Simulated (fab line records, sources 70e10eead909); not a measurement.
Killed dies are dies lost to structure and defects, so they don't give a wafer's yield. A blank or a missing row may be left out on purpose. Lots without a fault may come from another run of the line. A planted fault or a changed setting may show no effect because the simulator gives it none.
A struck lot beside a sound one | flow nand_harc | 17 steps out of a route of 1302
Sound: wafers L558.3, L558.5, L558.6. Struck: wafers L551.3, L551.4, L551.6. The cause comes at the end.
At each step with rows: each side's tool, then ch and its chambers, then its first start. Under that, the readings that differ: sound wafers | struck wafers | difference of the means | sigmas: that difference in standard deviations of wafers without a fault.
alike: readings whose means differ by less than 2 such deviations, and words and numbers that are the same on both sides. not compared: withheld readings, readings that some wafer has no value for, bounds like >300 that may hide the same value, and numbers for which the record gives no deviation and whose values overlap.
The two part at a step that has a row with sigmas, a row that says differs or no value, or rows on one side only. Numbers that don't overlap but have no deviation are shown without sigmas and don't part them. A reading that every wafer of one side lacks parts them only if that side has two wafers or more.

first, 1 step without rows for these wafers: NHARC_P_M2_ETCH_35 (etches the open film in N2/H2, target depth 40 nm, overetch 12 nm, time 43.94 s).
NHARC_P_M2_ETCH_15: etches the open film in C4F8/Ar, target depth 182.5 nm, time 91.2 s.
  sound on rie_diel-06 ch 2,3; struck on rie_diel-06 ch 0,1,2
  reading               | sound             | struck            | difference | sigmas
  oes_product_au (a.u.) | 0.976 0.982 0.991 | 0.938 0.929 0.924 | -0.053     | -2
  alike: bias_w, rf_vpp_V
  not compared: rf_hours_counter_h
NHARC_P_M2_CD_MEAS_16:
  sound on cd_sem-03, day 14 08:33; struck on cd_sem-03, day 11 03:21
  alike: cd_nm
NHARC_P_M2_STRIP_18: strips in N2/H2.
  sound on rie_diel-01 ch 1,2,3, day 14 08:41; struck on rie_diel-05 ch 0,1,3, day 11 03:29
  alike: drypump_motor_current_A, h2_flow_sccm, oes_product_au, rf_vpp_V, showerhead_plenum_p_Torr, throttle_valve_pct
  not compared: rf_hours_counter_h
NHARC_P_M2_ETCH_28: etches the open film in CF4/N2, target depth 30 nm, time 72.99 s.
  sound on rie_diel-01 ch 2,3; struck on rie_diel-05 ch 0,1,3
  alike: bias_w, drypump_motor_current_A, oes_product_au, rf_vpp_V, showerhead_plenum_p_Torr, throttle_valve_pct
  not compared: rf_hours_counter_h
then, 1 step without rows for these wafers: NHARC_P_M2_STRIP_19 (strips in post etch residue remover, time 600 s).
NHARC_P_M2_DEGAS_29: time 60 s.
  sound on pvd_sputter-03, day 14 09:16; struck on pvd_sputter-02, day 11 04:10
  alike: heater_power_w
NHARC_P_M2_PRE_CLEAN_30: time 30 s.
  sound on pvd_sputter-03; struck on pvd_sputter-02
  alike: heater_power_w
then, 4 steps without rows for these wafers: NHARC_P_M2_PVD_20 (deposits TaN, target thk 5 nm, time 8.06 s); NHARC_P_M2_PVD_21 (deposits Cu, target thk 30 nm, time 20.49 s); NHARC_P_M2_ECD_22 (material Cu, target thk 400 nm); NHARC_P_M2_ANNEAL_31 (time 90 s).
NHARC_P_M2_CMP_23: polishes, t overpolish 20 s, target thk 144.3 nm.
  sound on cmp-01 ch 0,2,3, day 14 10:24; struck on cmp-04 ch 0,1,2, day 11 05:17
  reading                | sound          | struck         | difference | sigmas
  time_to_endpoint_s (s) | 28.9 31.0 32.2 | 37.4 36.8 36.9 | +6.3       | +2
  alike: motor_current_A
then, 1 step without rows for these wafers: NHARC_P_M2_SRD_25.
NHARC_P_M2_INSPECT_27:
  sound on defect_inspect-02, day 14 10:49; struck on defect_inspect-01, day 11 05:45
  reading          | sound       | struck         | difference | sigmas
  raw_defect_count | 267 149 175 | 4423 4548 4499 | +4293      | +36
then, 1 step without rows for these wafers: NHARC_P_M2_PRE_CLEAN_32 (time 12 s).
-- the record jumps here: 18 days lie between the struck wafers' starts before and after (it left off in module P_M2 and takes up again in module END, whose first step shown is number 1302 of the route) --
NHARC_END_SORT_01:
  sound on prober-01 ch 0, day 32 14:17; struck on prober-01 ch 0, day 29 14:19
  reading                  | sound          | struck      | difference | sigmas
  defect_limited_yield (%) | 92.3 92.5 91.0 | 0 0 0       | -92        | -35
  killed_at_periphery      | 2 3 6          | 632 630 631 | +627       | +99 or more
  killed_dies              | 52 51 61       | 677 677 677 | +622       | +35
  killed_open              | 2 2 1          | 3 6 8       | +4         | +2
  alike: killed_at_array, killed_at_other, killed_short

WHERE THEY PART
First at NHARC_P_M2_ETCH_15; last, within this record, at NHARC_END_SORT_01.

WHY: what the simulator had put in
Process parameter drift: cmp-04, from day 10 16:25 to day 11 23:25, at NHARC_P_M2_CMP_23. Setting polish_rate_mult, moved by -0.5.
